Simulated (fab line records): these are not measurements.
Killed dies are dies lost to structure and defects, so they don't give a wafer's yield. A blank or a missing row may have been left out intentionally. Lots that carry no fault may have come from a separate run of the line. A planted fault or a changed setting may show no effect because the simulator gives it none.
Chamber matching | flow n5Finfet | N5_FIN_CUT_STRIP_24 on rieDiel-03 has 4 sister chambers
The step strips in CF4. 8 wafers are shown with their chamber, then 7 later ones without.

== WAFERS PAIRED WITH THEIR CHAMBERS ==
wafer  | chamber | drypumpMotorCurrentA (A) | showerheadPlenumPTorr (Torr)
L082.3 | 0       | 5.3                      | 1.82
L082.4 | 2       | 6.6                      | 1.79
L082.6 | 0       | 5.3                      | 1.82
L089.2 | 3       | 6.4                      | 1.87
L089.4 | 1       | 5.9                      | 1.75
L089.6 | 1       | 5.8                      | 1.75
L093.1 | 3       | 6.5                      | 1.87
L093.5 | 2       | 6.6                      | 1.78

== WAFERS WITH NO CHAMBER GIVEN ==
wafer  | drypumpMotorCurrentA (A) | showerheadPlenumPTorr (Torr)
L093.6 | 6.4                      | 1.87
L094.2 | 6.4                      | 1.87
L094.3 | 6.6                      | 1.78
L094.5 | 6.4                      | 1.87
L097.2 | 5.3                      | 1.81
L097.4 | 6.6                      | 1.78
L097.5 | 5.8                      | 1.75

== WHICH CHAMBER EACH ONE RAN IN ==
wafer  | from the rows above | in truth
L093.6 | 3                   | 3
L094.2 | 3                   | 3
L094.3 | 2                   | 2
L094.5 | 3                   | 3
L097.2 | 0                   | 0
L097.4 | 2                   | 2
L097.5 | 1                   | 1
Correctly placed: 7 of 7. Can't be placed from these rows: 0. Wrongly placed: 0.
How it was worked out, from the rows above alone: a wafer's distance from a chamber is the root of the sum, over the readings, of the square of ((its reading less the chamber's mean) divided by the reading's scatter). If the next closest chamber is less than 2 further off than the closest, the wafer can't be placed; otherwise it belongs to the closest. For every chamber, the mean is computed from those of its wafers that are shown. How the scatter is found: for the shown wafers, subtract from each reading the mean of its chamber, square and add these, divide the total by (wafers less chambers), then take the root.
